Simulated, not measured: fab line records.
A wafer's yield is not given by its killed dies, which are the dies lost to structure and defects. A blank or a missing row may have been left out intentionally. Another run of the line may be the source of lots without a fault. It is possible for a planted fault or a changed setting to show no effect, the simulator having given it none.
3 desks, one fault | flow n5Finfet | only its own numbers are on each desk; what lay behind them is given at the end

== METROLOGY DESK ==
What the gauges read, lot by lot, whatever tool the lot ran on: means of the sampled wafers that have a number. Marked OUT: a lot whose mean sits more than 4 standard deviations from the usual mean, which makes it out of limits; the brackets give that distance.
Columns: A = cdNm at N5_BEOL_M7_CD_MEAS_11, usual 38.7 nm; B = M7_OVL at N5_BEOL_M7_OVL_MEAS_12, usual -0.6 nm; C = cdNm at N5_BEOL_M7_CD_MEAS_18, usual 40.1 nm
lot  | first seen here | A    | B    | C
L822 | day 9 15:58     | 38.1 | -0.3 | 39.8
L824 | day 9 18:22     | 38.8 | -1.2 | 40.3
L839 | day 13 08:02    | 38.9 | 0.4  | 40.4
L838 | day 13 13:20    | 39.0 | 0.3  | 40.7
L843 | day 14 21:04    | 39.0 | -1.2 | 40.3
L844 | day 14 21:14    | 38.8 | 0.1  | 40.1
This desk's verdict: no lot among the 6 shows anything out of limits.

== THE TOOL OWNER'S DESK: lithoTrack-04 ==
The tool's own readings at N5_BEOL_M7_COAT_63 (time 60 s, resist thk 60 nm): means of the sampled wafers that have a number, for each lot that ran on this tool. Marked OUT: a lot whose mean sits more than 4 standard deviations from the usual mean, which makes it out of limits; the brackets give that distance.
Columns: A = heaterPowerTotalW at N5_BEOL_M7_COAT_63, usual 500.4 W; B = plateTempC at N5_BEOL_M7_COAT_63, usual 250.01 C; C = resistLineTempC at N5_BEOL_M7_COAT_63, usual 23.00 C
lot  | first seen here | A                       | B                | C
L822 | day 9 16:40     | 500.3                   | 249.85           | 22.97
L839 | day 13 09:58    | 816.3 (+99 or more) OUT | 262.43 (+69) OUT | 22.98
L838 | day 13 15:20    | 815.5 (+99 or more) OUT | 262.51 (+69) OUT | 23.07
This desk's finding: out of limits on L838, L839; first on L839, day 13 09:58 (heaterPowerTotalW at N5_BEOL_M7_COAT_63). In limits: L822.

== THE DEFECT DESK ==
Lot by lot, what the route's inspections counted, given as the mean of those sampled wafers with a number. Marked OUT: a lot whose mean sits more than 4 standard deviations from the usual mean, which makes it out of limits; the brackets give that distance.
Columns: A = rawDefectCount at N5_BEOL_M7_INSPECT_13, usual 376
lot  | first seen here | A
L822 | day 9 16:01     | 553
L824 | day 9 18:25     | 579
L839 | day 13 08:05    | 347
L838 | day 13 13:23    | 212
L843 | day 14 21:08    | 357
L844 | day 14 21:17    | 416
This desk's verdict: no lot among the 6 shows anything out of limits.

== ALL TOGETHER ==
The tool owner's desk had the chance to raise an alarm at day 13 09:58 on L838, L839.
Metrology desk: nothing out of limits seen.
Nothing out of limits was seen by the defect desk.
The metrology desk has L838, L839 on record, within its limits.
The defect desk has L838, L839 on record, within its limits.
N5_BEOL_M7_COAT_63 was run on lithoTrack-04 by each of the lots named.

== WHAT WAS PUT IN BY THE SIMULATOR ==
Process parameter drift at N5_BEOL_M7_COAT_63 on lithoTrack-04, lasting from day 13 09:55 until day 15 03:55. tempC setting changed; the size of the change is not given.
Lots struck among those shown: L838, L839.
Each desk's first reading out of limits, in hours after the fault started: the tool owner's desk, 0.
